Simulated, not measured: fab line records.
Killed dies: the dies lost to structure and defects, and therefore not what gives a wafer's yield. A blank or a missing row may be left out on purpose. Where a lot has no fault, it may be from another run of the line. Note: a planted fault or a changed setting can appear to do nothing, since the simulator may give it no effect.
Split-lot experiment / flow n5-finfet / route with 1938 steps; 7 lots, 21 wafers read

== THE SPLIT ==
At N5_BEOL_M13_EXPOSE_07 (exposes mask V12), the setting dose-mj was moved away from the recipe's 24.8 on 8 of the 21 wafers read, by -7.3% to +2.1%. This setting was run at the recipe's value on the other wafers.

== FROM THE SPLIT TO THE READING: what the file shows between them, 10 steps ==
- N5_BEOL_M13_PEB_08: peb time 90 s
- N5_BEOL_M13_DEVELOP_09: develop time 45 s
- N5_BEOL_M13_HARDBAKE_14: time 120 s
- N5_BEOL_M13_CD_MEAS_10: target cd 190 nm
- N5_BEOL_M13_ETCH_59: etches BARC in N2/H2, target depth 89 nm, overetch 26.7 nm, time 67.9 s (also split here: time-s)
- N5_BEOL_M13_VIA_ETCH_16: etches SiOC in C4F8/O2/Ar, target depth 921.7 nm
- N5_BEOL_M13_STRIP_63: strips in N2/H2
- N5_BEOL_M13_STRIP_64: strips in N2/H2
- N5_BEOL_M13_STRIP_71: strips in post etch residue remover, time 60 s
- N5_BEOL_M13_SRD_72: time 30 s, dry time 30 s

== THE READING ==
cd-nm at N5_BEOL_M13_CD_MEAS_17, given in nm (cd target 190 nm). On this fab line, fault-free wafers typically give 189.8 nm with a standard deviation of 1.8 nm.

wafer=L079.1; tool, chamber at the split=krf-scanner-01, 0; dose-mj as run=24.8; against the recipe=recipe; cd-nm, nm=189.6; against lot-mates on the recipe=-
wafer=L079.2; tool, chamber at the split=krf-scanner-01, 0; dose-mj as run=25.32; against the recipe=+2.1%; cd-nm, nm=190.2; against lot-mates on the recipe=+0.6
wafer=L079.3; tool, chamber at the split=krf-scanner-01, 0; dose-mj as run=25.32; against the recipe=+2.1%; cd-nm, nm=192.1; against lot-mates on the recipe=+2.5
wafer=L078.3; tool, chamber at the split=krf-scanner-02, 0; dose-mj as run=24.8; against the recipe=recipe; cd-nm, nm=185.8; against lot-mates on the recipe=-
wafer=L078.5; tool, chamber at the split=krf-scanner-02, 0; dose-mj as run=24.8; against the recipe=recipe; cd-nm, nm=187.5; against lot-mates on the recipe=-
wafer=L078.6; tool, chamber at the split=krf-scanner-02, 0; dose-mj as run=24.8; against the recipe=recipe; cd-nm, nm=186.6; against lot-mates on the recipe=-
wafer=L084.2; tool, chamber at the split=krf-scanner-02, 0; dose-mj as run=24.8; against the recipe=recipe; cd-nm, nm=190.6; against lot-mates on the recipe=-
wafer=L084.3; tool, chamber at the split=krf-scanner-02, 0; dose-mj as run=24.8; against the recipe=recipe; cd-nm, nm=191.3; against lot-mates on the recipe=-
wafer=L084.4; tool, chamber at the split=krf-scanner-02, 0; dose-mj as run=24.8; against the recipe=recipe; cd-nm, nm=189.3; against lot-mates on the recipe=-
wafer=L086.1; tool, chamber at the split=krf-scanner-01, 0; dose-mj as run=24.29; against the recipe=-2.1%; cd-nm, nm=187.6; against lot-mates on the recipe=-0.9
wafer=L086.5; tool, chamber at the split=krf-scanner-01, 0; dose-mj as run=24.29; against the recipe=-2.1%; cd-nm, nm=185.8; against lot-mates on the recipe=-2.7
wafer=L086.6; tool, chamber at the split=krf-scanner-01, 0; dose-mj as run=24.8; against the recipe=recipe; cd-nm, nm=188.5; against lot-mates on the recipe=-
wafer=L089.2; tool, chamber at the split=krf-scanner-01, 0; dose-mj as run=24.8; against the recipe=recipe; cd-nm, nm=193.3; against lot-mates on the recipe=-
wafer=L089.5; tool, chamber at the split=krf-scanner-01, 0; dose-mj as run=24.8; against the recipe=recipe; cd-nm, nm=193.3; against lot-mates on the recipe=-
wafer=L089.6; tool, chamber at the split=krf-scanner-01, 0; dose-mj as run=24.8; against the recipe=recipe; cd-nm, nm=193.9; against lot-mates on the recipe=-
wafer=L092.2; tool, chamber at the split=krf-scanner-02, 0; dose-mj as run=24.8; against the recipe=recipe; cd-nm, nm=192.1; against lot-mates on the recipe=-
wafer=L092.3; tool, chamber at the split=krf-scanner-02, 0; dose-mj as run=23; against the recipe=-7.3%; cd-nm, nm=182.1; against lot-mates on the recipe=-10.0
wafer=L092.6; tool, chamber at the split=krf-scanner-02, 0; dose-mj as run=23; against the recipe=-7.3%; cd-nm, nm=183.4; against lot-mates on the recipe=-8.7
wafer=L094.2; tool, chamber at the split=krf-scanner-01, 0; dose-mj as run=24.8; against the recipe=recipe; cd-nm, nm=190.0; against lot-mates on the recipe=-
wafer=L094.5; tool, chamber at the split=krf-scanner-01, 0; dose-mj as run=23.19; against the recipe=-6.5%; cd-nm, nm=185.5; against lot-mates on the recipe=-4.5
wafer=L094.6; tool, chamber at the split=krf-scanner-01, 0; dose-mj as run=23.19; against the recipe=-6.5%; cd-nm, nm=182.8; against lot-mates on the recipe=-7.2

FIT RESULTS
A straight line over all 21 wafers: cd-nm changes by +0.948 nm for each +1% of dose-mj; r = +0.79; the points scatter about the line by 2.2 nm.
The same after taking each lot's own level away (the mean of its wafers on the recipe; 21 wafers): +1.08 nm for each +1%; r = +0.95; scatter 1 nm.
On that fit, the largest move of dose-mj shifts the reading by 7.9 nm.
The lots' own levels span 186.63 to 193.50 nm, that is 3.8 times the standard deviation above.
So the lot-to-lot level blurs the effect unless lot-mates are compared.
Check: -7.2 nm against its lot-mates is what the line predicts for one of the wafers moved furthest among these (-7.3%) when that wafer is left out of the fit. It came out at -10 nm against them.

== FURTHER SPLITS ON THESE WAFERS ==
Note: prior to the reading, these wafers also went through further splits. Each is held against what the fit with the lots' levels taken away leaves over:
other split on the same wafers=N5_BEOL_M12_SPUTTER_44 time-s; wafers away from the commonest value=2; r with cd-nm (lot level and that fit taken away)=-0.02
other split on the same wafers=N5_BEOL_M13_ETCH_59 time-s; wafers away from the commonest value=6; r with cd-nm (lot level and that fit taken away)=+0.16

== THE WHOLE CHAIN: every reading that the file lists as answering this split, in the file's order ==
step=N5_BEOL_M13_CD_MEAS_10; what it does=target cd 190 nm; reading=cd-nm; change (the file's fit)=+1.09 nm for each +1% of the setting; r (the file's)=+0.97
step=N5_BEOL_M13_CD_MEAS_17; what it does=target cd 190 nm; reading=cd-nm; change (the file's fit)=+1.09 nm for each +1% of the setting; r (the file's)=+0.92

== THE FILE'S OWN FIT ==
cd-nm changes by +1.09 nm for each +1% of dose-mj, r = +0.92.
